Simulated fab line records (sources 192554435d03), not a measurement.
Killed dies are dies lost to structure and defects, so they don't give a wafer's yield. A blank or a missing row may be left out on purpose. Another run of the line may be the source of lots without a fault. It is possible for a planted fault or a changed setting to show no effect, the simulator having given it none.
Chamber matching	flow n5_finfet	3 sister chambers for N5_BEOL_M9_PECVD_70 on pecvd-02
The step deposits SiO2 from TEOS/O2, target thk 20 nm, time 22.7 s. 6 wafers are shown with their chamber, then 11 later ones without.

== WAFERS WITH THEIR CHAMBER ==
wafer	chamber	throttle_valve_pct (%)	showerhead_plenum_p_Torr (Torr)
L078.2	0	23.9	8.74
L082.6	0	23.8	8.74
L084.6	1	21.6	8.81
L086.2	1	21.7	8.78
L086.4	2	20.6	8.70
L087.1	2	20.5	8.70

== WAFERS WITH NO CHAMBER GIVEN ==
wafer	throttle_valve_pct (%)	showerhead_plenum_p_Torr (Torr)
L087.2	22.0	8.81
L087.6	20.9	8.71
L091.3	23.9	8.75
L091.4	21.6	8.81
L091.6	20.7	8.68
L096.3	20.9	8.72
L096.5	22.0	8.78
L096.6	24.1	8.73
L097.1	20.9	8.69
L097.5	24.0	8.75
L097.6	20.6	8.71

== WHICH CHAMBER EACH ONE RAN IN ==
wafer	from the rows above	in truth
L087.2	1	1
L087.6	2	2
L091.3	0	0
L091.4	1	1
L091.6	2	2
L096.3	2	2
L096.5	1	1
L096.6	0	0
L097.1	2	2
L097.5	0	0
L097.6	2	2
11 of 11 placed correctly. Number that these rows cannot place: 0. 0 placed wrongly.
How it was worked out, from the rows above alone: a wafer's distance from a chamber is the root of the sum, over the readings, of the square of ((its reading less the chamber's mean) divided by the reading's scatter). If the next closest chamber is less than 2 further off than the closest, the wafer can't be placed; otherwise it belongs to the closest. A chamber's mean is the mean of its shown wafers. The scatter: take each reading less its chamber's mean, square it, sum over the shown wafers, divide by the number of wafers less the number of chambers, and take the root.
